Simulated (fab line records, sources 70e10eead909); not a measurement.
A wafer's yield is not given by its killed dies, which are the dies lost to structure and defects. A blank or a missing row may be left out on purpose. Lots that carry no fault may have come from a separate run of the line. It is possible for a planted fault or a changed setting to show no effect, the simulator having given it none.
Matching of chambers || flow nand harc || NHARC_A_CONTACT_DEP_85 on pecvd-04: 3 sister chambers
The step deposits SiON, target thk 50 nm. 3 wafers are shown with their chamber, then 11 later ones without.

## WAFERS WITH THEIR CHAMBER
{"wafer": "L091.3", "chamber": 2, "showerhead vpp V (V)": 1131}
{"wafer": "L091.4", "chamber": 0, "showerhead vpp V (V)": 1163}
{"wafer": "L092.4", "chamber": 1, "showerhead vpp V (V)": 1206}

## WAFERS MISSING THEIR CHAMBER
{"wafer": "L092.5", "showerhead vpp V (V)": 1187}
{"wafer": "L092.6", "showerhead vpp V (V)": 1118}
{"wafer": "L094.1", "showerhead vpp V (V)": 1223}
{"wafer": "L094.2", "showerhead vpp V (V)": 1128}
{"wafer": "L094.3", "showerhead vpp V (V)": 1169}
{"wafer": "L093.3", "showerhead vpp V (V)": 1184}
{"wafer": "L093.4", "showerhead vpp V (V)": 1163}
{"wafer": "L093.5", "showerhead vpp V (V)": 1119}
{"wafer": "L096.2", "showerhead vpp V (V)": 1133}
{"wafer": "L096.3", "showerhead vpp V (V)": 1172}
{"wafer": "L096.4", "showerhead vpp V (V)": 1211}

## EACH ONE'S CHAMBER
{"wafer": "L092.5", "from the rows above": "can't be placed: 1 or 0", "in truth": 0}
{"wafer": "L092.6", "from the rows above": 2, "in truth": 2}
{"wafer": "L094.1", "from the rows above": 1, "in truth": 1}
{"wafer": "L094.2", "from the rows above": 2, "in truth": 2}
{"wafer": "L094.3", "from the rows above": 0, "in truth": 0}
{"wafer": "L093.3", "from the rows above": "can't be placed: 0 or 1", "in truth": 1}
{"wafer": "L093.4", "from the rows above": 0, "in truth": 0}
{"wafer": "L093.5", "from the rows above": 2, "in truth": 2}
{"wafer": "L096.2", "from the rows above": 2, "in truth": 2}
{"wafer": "L096.3", "from the rows above": 0, "in truth": 0}
{"wafer": "L096.4", "from the rows above": 1, "in truth": 1}
Correctly placed: 9 of 11. Can't be placed from these rows: 2 (the true chamber is among the candidates in 2). Number placed wrongly: 0.
How it was worked out, from the rows above alone: a wafer's distance from a chamber is the root of the sum, over the readings, of the square of ((its reading less the chamber's mean) divided by the reading's scatter). The wafer belongs to the nearest chamber; if the next one is less than 2 further off, it can't be placed. Each chamber's mean is taken over the wafers shown for it. The scatter: with one shown wafer a chamber, the root of the mean of the squares of how far each hidden wafer lies from its nearest shown one.
